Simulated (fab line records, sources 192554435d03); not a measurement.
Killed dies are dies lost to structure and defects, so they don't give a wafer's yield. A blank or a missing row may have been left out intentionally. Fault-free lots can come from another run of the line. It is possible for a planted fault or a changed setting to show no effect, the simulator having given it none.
The tool behind it: which one? + flow n5 finfet + 9 lots with 27 wafers sampled at 5 steps, on a route of 1938 steps

## WHAT THE GAUGES READ, wafer by wafer
N5_FIN_CUT_OVL_MEAS_09.
| lot  | measured    | on         | FIN_CUT_OVL (nm) |
|------|-------------|------------|------------------|
| L706 | day 2 21:42 | overlay-01 | 1.2 0.8 -0.1     |
| L707 | day 3 05:42 | overlay-01 | 0.4 0.0 -0.3     |
| L708 | day 3 09:42 | overlay-02 | 0.6 -0.4 -0.9    |
| L712 | day 4 09:37 | overlay-02 | 0.0 0.7 1.1      |
| L716 | day 5 10:32 | overlay-01 | 0.3 0.8 0.8      |
| L717 | day 5 15:59 | overlay-02 | 2.3 0.1 0.2      |
| L723 | day 7 02:48 | overlay-02 | -0.8 0.2 0.4     |
| L724 | day 7 09:37 | overlay-02 | 0.4 -0.2 0.6     |
| L725 | day 7 14:40 | overlay-01 | 0.0 0.4 -1.2     |

N5_BEOL_M4_RC_MEAS_101.
| lot  | measured     | on        | DIBL_N (mV/V)  | DIBL_P (mV/V)  | IOFF_N (nA/um)    | IOFF_P (nA/um) | ION_N (uA/um) | ION_P (uA/um) | SS_N (mV/dec)  | SS_P (mV/dec)  | VT_N (mV)   | VT_P (mV)      |
|------|--------------|-----------|----------------|----------------|-------------------|----------------|---------------|---------------|----------------|----------------|-------------|----------------|
| L706 | day 8 11:33  | prober-02 | 36.9 36.9 34.7 | 36.3 35.9 34.3 | 0.167 0.153 0.123 | 0.18 0.18 0.16 | 677 660 672   | 461 448 457   | 71.3 71.9 70.7 | 73.6 73.7 72.6 | 250 255 254 | -254 -255 -254 |
| L707 | day 8 13:30  | prober-01 | 36.4 35.6 35.0 | 39.0 36.4 36.8 | 0.167 0.153 0.141 | 0.26 0.22 0.21 | 684 667 660   | 469 466 462   | 72.0 71.8 70.9 | 73.6 72.4 73.0 | 249 253 251 | -245 -247 -249 |
| L708 | day 8 22:27  | prober-01 | 34.8 37.8 35.3 | 33.7 38.1 34.2 | 0.118 0.169 0.136 | 0.18 0.24 0.18 | 652 669 672   | 454 465 463   | 71.3 72.4 71.1 | 73.1 73.7 72.9 | 255 250 250 | -252 -246 -252 |
| L712 | day 10 00:16 | prober-02 | 37.0 36.4 36.6 | 36.3 35.2 36.0 | 0.172 0.160 0.163 | 0.20 0.18 0.19 | 684 684 682   | 466 468 461   | 72.0 71.0 71.5 | 73.8 73.5 73.7 | 248 248 251 | -253 -253 -253 |
| L716 | day 11 03:14 | prober-01 | 36.4 34.0 35.7 | 37.6 35.2 37.5 | 0.171 0.133 0.155 | 0.28 0.25 0.28 | 694 680 688   | 480 485 480   | 71.3 70.9 71.4 | 73.8 73.3 74.7 | 248 249 248 | -240 -243 -244 |
| L717 | day 11 05:07 | prober-01 | 35.5 37.3 37.1 | 34.7 36.9 37.1 | 0.141 0.182 0.174 | 0.20 0.23 0.24 | 656 684 688   | 460 472 467   | 70.8 71.4 71.6 | 73.3 72.7 73.9 | 254 249 249 | -251 -248 -248 |
| L723 | day 13 12:47 | prober-01 | 38.1 37.2 38.8 | 38.5 36.4 38.3 | 0.208 0.179 0.202 | 0.24 0.20 0.25 | 692 673 686   | 468 455 466   | 71.7 71.9 72.1 | 73.9 73.5 74.6 | 247 249 246 | -249 -254 -250 |
| L724 | day 13 08:37 | prober-02 | 34.3 34.2 34.4 | 34.3 33.8 34.6 | 0.137 0.136 0.143 | 0.20 0.19 0.21 | 671 672 675   | 463 468 472   | 71.6 70.3 70.9 | 73.4 72.6 73.2 | 252 250 249 | -247 -249 -245 |
| L725 | day 13 10:40 | prober-01 | 35.1 36.1 35.9 | 35.2 36.0 36.8 | 0.132 0.156 0.150 | 0.16 0.18 0.19 | 676 674 680   | 463 461 462   | 70.9 71.5 71.0 | 72.4 73.2 72.9 | 251 250 251 | -254 -256 -253 |

## WHAT TOOL EACH LOT RAN ON (gives the tool, then ch and the chambers of the sampled wafers, and finally the start)
| lot  | N5_FIN_CUT_CUT_ETCH_27            | N5_STI_FIN_REVEAL_CMP_04     | N5_STI_FIN_REVEAL_ETCH_34       |
|------|-----------------------------------|------------------------------|---------------------------------|
| L706 | rie diel-05 ch 0,1,2, day 2 22:16 | cmp-02 ch 0,2,3, day 3 06:03 | rie si-04 ch 0,1,3, day 3 08:53 |
| L707 | rie diel-02 ch 1,3, day 3 06:16   | cmp-03 ch 0,3, day 3 12:14   | rie si-04 ch 0,1, day 3 15:13   |
| L708 | rie diel-02 ch 0,1,3, day 3 10:16 | cmp-02 ch 0,1,3, day 3 15:50 | rie si-04 ch 1,2,3, day 3 18:46 |
| L712 | rie diel-02 ch 0,1,2, day 4 10:12 | cmp-01 ch 0,1,2, day 4 15:56 | rie si-04 ch 0,1,2, day 4 19:16 |
| L716 | rie diel-04 ch 0,2,3, day 5 11:06 | cmp-01 ch 0,2,3, day 5 16:44 | rie si-05 ch 0,2,3, day 5 19:41 |
| L717 | rie diel-05 ch 0,1,2, day 5 16:33 | cmp-03 ch 1,2,3, day 5 22:11 | rie si-05 ch 1,2,3, day 6 01:17 |
| L723 | rie diel-02 ch 1,2, day 7 03:23   | cmp-02 ch 0,1,2, day 7 10:23 | rie si-05 ch 1,2,3, day 7 13:46 |
| L724 | rie diel-05 ch 1,3, day 7 10:11   | cmp-03 ch 0,1,3, day 7 15:56 | rie si-02 ch 0,1,2, day 7 19:02 |
| L725 | rie diel-05 ch 1,3, day 7 15:14   | cmp-02 ch 0,1,2, day 7 20:59 | rie si-04 ch 0,1,3, day 7 23:56 |
- N5_FIN_CUT_CUT_ETCH_27: etches SiO2 in CHF3/O2, target depth 4 nm, overetch 2 nm, time 4.9 s.
- N5_STI_FIN_REVEAL_CMP_04: polishes, stops on Si3N4, t overpolish 4 s, target thk 131.83 nm.
- N5_STI_FIN_REVEAL_ETCH_34: etches Si in H2, material Si, target depth 0.97 nm.

## WHAT THE TOOLS THEMSELVES READ (means of the sampled wafers that have a number; where no wafer has one, the mark that the record gives instead)
N5_FIN_CUT_CUT_ETCH_27.
| lot  | tool        | drypump motor current A (A) | oes product au (a.u.) | rf fwd power W (W) | rf vpp V (V) | showerhead plenum p Torr (Torr) | throttle valve pct (%) |
|------|-------------|-----------------------------|-----------------------|--------------------|--------------|---------------------------------|------------------------|
| L706 | rie diel-05 | 5.8                         | 0.59                  | 644                | 513          | 2.40                            | 18.82                  |
| L707 | rie diel-02 | 6.4                         | 0.61                  | 644                | 522          | 2.41                            | 18.97                  |
| L708 | rie diel-02 | 5.9                         | 0.58                  | 645                | 520          | 2.36                            | 18.95                  |
| L712 | rie diel-02 | 6.0                         | 0.60                  | 644                | 519          | 2.37                            | 19.01                  |
| L716 | rie diel-04 | 5.5                         | 0.55                  | 642                | 526          | 2.42                            | 18.94                  |
| L717 | rie diel-05 | 5.9                         | 0.64                  | 645                | 513          | 2.40                            | 18.71                  |
| L723 | rie diel-02 | 6.5                         | 0.63                  | 640                | 519          | 2.42                            | 19.12                  |
| L724 | rie diel-05 | 6.1                         | 0.63                  | 641                | 521          | 2.32                            | 18.65                  |
| L725 | rie diel-05 | 5.8                         | 0.62                  | 642                | 514          | 2.33                            | 18.66                  |

N5_STI_FIN_REVEAL_CMP_04.
| lot  | tool   | motor current A (A) | overpolish run s (s) | retaining ring pressure frac | time to endpoint s (s) |
|------|--------|---------------------|----------------------|------------------------------|------------------------|
| L706 | cmp-02 | 7.4                 | 3.996                | 1.007                        | 99                     |
| L707 | cmp-03 | 7.5                 | 4.010                | 1.003                        | 103                    |
| L708 | cmp-02 | 7.4                 | 3.994                | 1.003                        | 101                    |
| L712 | cmp-01 | 8.3                 | 4.001                | 0.991                        | 99                     |
| L716 | cmp-01 | 7.9                 | 4.001                | 0.999                        | 181                    |
| L717 | cmp-03 | 8.3                 | 4.005                | 1.002                        | 105                    |
| L723 | cmp-02 | 7.8                 | 4.003                | 1.001                        | 97                     |
| L724 | cmp-03 | 7.9                 | 3.994                | 1.005                        | 100                    |
| L725 | cmp-02 | 7.7                 | 4.008                | 0.996                        | 99                     |

N5_STI_FIN_REVEAL_ETCH_34.
| lot  | tool      | drypump motor current A (A) | oes product au (a.u.) | rf fwd power W (W) | throttle valve pct (%) |
|------|-----------|-----------------------------|-----------------------|--------------------|------------------------|
| L706 | rie si-04 | 5.6                         | 1.000                 | 298.4              | 25.7                   |
| L707 | rie si-04 | 6.1                         | 0.995                 | 298.8              | 25.5                   |
| L708 | rie si-04 | 5.4                         | 1.010                 | 296.8              | 25.7                   |
| L712 | rie si-04 | 6.0                         | 0.997                 | 297.2              | 25.5                   |
| L716 | rie si-05 | 5.6                         | 1.007                 | 296.7              | 25.9                   |
| L717 | rie si-05 | 5.6                         | 1.008                 | 296.9              | 26.1                   |
| L723 | rie si-05 | 5.6                         | 1.004                 | 296.5              | 26.1                   |
| L724 | rie si-02 | 5.5                         | 1.005                 | 297.4              | 25.9                   |
| L725 | rie si-04 | 5.6                         | 0.996                 | 298.3              | 25.7                   |

## THE ANSWER, worked out from the rows above alone
Rule: the usual values come from the lots themselves. Put in order of their means at a reading, lots are off if they are a third of the lots or fewer, leave a main group of 4 or more, and stand apart from it by a gap of 3 or more times the standard deviation of the main group's means; of several such gaps the widest counts. A main group is skipped when, at the precision printed for the reading in the tables above, its means are all equal. A lot without any number at a reading at which 4 lots or more have one is off too. The other lots that the step has rows for count as sound. First the gauges in route order, then the tools' own readings, where a lot's mean is used as printed above. At the first step where some lot is off, the reading lying furthest off is the one used; lots without a number count as furthest.
Off: L716, at N5_BEOL_M4_RC_MEAS_101 (ION_P). The main group: mean 463 uA/um, standard deviation 3.7.
If a tool, at a process step before that reading, ran all the lots that are off and no sound lot after the first of them, it fits. The gauges at N5_BEOL_M4_RC_MEAS_101 aren't tried: what is off there is off at N5_STI_FIN_REVEAL_CMP_04 too, on other tools, and a gauge's error can't cause that. Undecided on this evidence; 2 tools fit (rie diel-04 at N5_FIN_CUT_CUT_ETCH_27, cmp-01 at N5_STI_FIN_REVEAL_CMP_04).

## WHAT THE SIMULATOR HAD PUT IN
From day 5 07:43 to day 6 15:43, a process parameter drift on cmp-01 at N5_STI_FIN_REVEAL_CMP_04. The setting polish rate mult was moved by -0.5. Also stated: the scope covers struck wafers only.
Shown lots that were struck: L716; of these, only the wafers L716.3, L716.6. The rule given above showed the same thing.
